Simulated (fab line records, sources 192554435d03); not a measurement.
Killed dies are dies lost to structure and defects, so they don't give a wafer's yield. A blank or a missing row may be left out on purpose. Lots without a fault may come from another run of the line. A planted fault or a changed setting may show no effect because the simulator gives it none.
Chamber matching | flow n5_finfet | N5_ZERO_LAYER_ETCH_17 on rie_diel-01: 4 sister chambers
The step etches SiO2 in CF4, target depth 12 nm, time 13.3 s. 8 wafers are shown with their chamber, then 9 later ones without.

WAFERS WITH THEIR CHAMBER
wafer  | chamber | drypump_motor_current_A (A) | showerhead_plenum_p_Torr (Torr)
L077.2 | 3       | 5.0                         | 2.07
L081.2 | 3       | 5.0                         | 2.06
L082.1 | 0       | 6.0                         | 2.07
L082.3 | 2       | 6.0                         | 2.23
L082.6 | 1       | 6.5                         | 2.18
L086.1 | 0       | 6.1                         | 2.07
L086.2 | 1       | 6.5                         | 2.18
L086.3 | 2       | 6.0                         | 2.23

WAFERS WITHOUT THEIR CHAMBER
wafer  | drypump_motor_current_A (A) | showerhead_plenum_p_Torr (Torr)
L086.4 | 6.5                         | 2.18
L086.5 | 6.0                         | 2.07
L086.6 | 6.0                         | 2.23
L088.2 | 6.0                         | 2.07
L088.5 | 6.5                         | 2.18
L088.6 | 6.0                         | 2.07
L092.1 | 5.0                         | 2.06
L092.4 | 6.0                         | 2.07
L092.6 | 5.0                         | 2.06

WHICH CHAMBER EACH WENT THROUGH
wafer  | from the rows above | in truth
L086.4 | 1                   | 1
L086.5 | 0                   | 0
L086.6 | 2                   | 2
L088.2 | 0                   | 0
L088.5 | 1                   | 1
L088.6 | 0                   | 0
L092.1 | 3                   | 3
L092.4 | 0                   | 0
L092.6 | 3                   | 3
Placed correctly: 9 of 9. Can't be placed from these rows: 0. Placed wrongly: 0.
How it was worked out, from the rows above alone: a wafer's distance from a chamber is the root of the sum, over the readings, of the square of ((its reading less the chamber's mean) divided by the reading's scatter). The wafer belongs to the nearest chamber; if the next one is less than 2 further off, it can't be placed. A chamber's mean is the mean of its shown wafers. The scatter: the root of (the sum of the squares of (reading less its chamber's mean) over the shown wafers, divided by (wafers less chambers)).
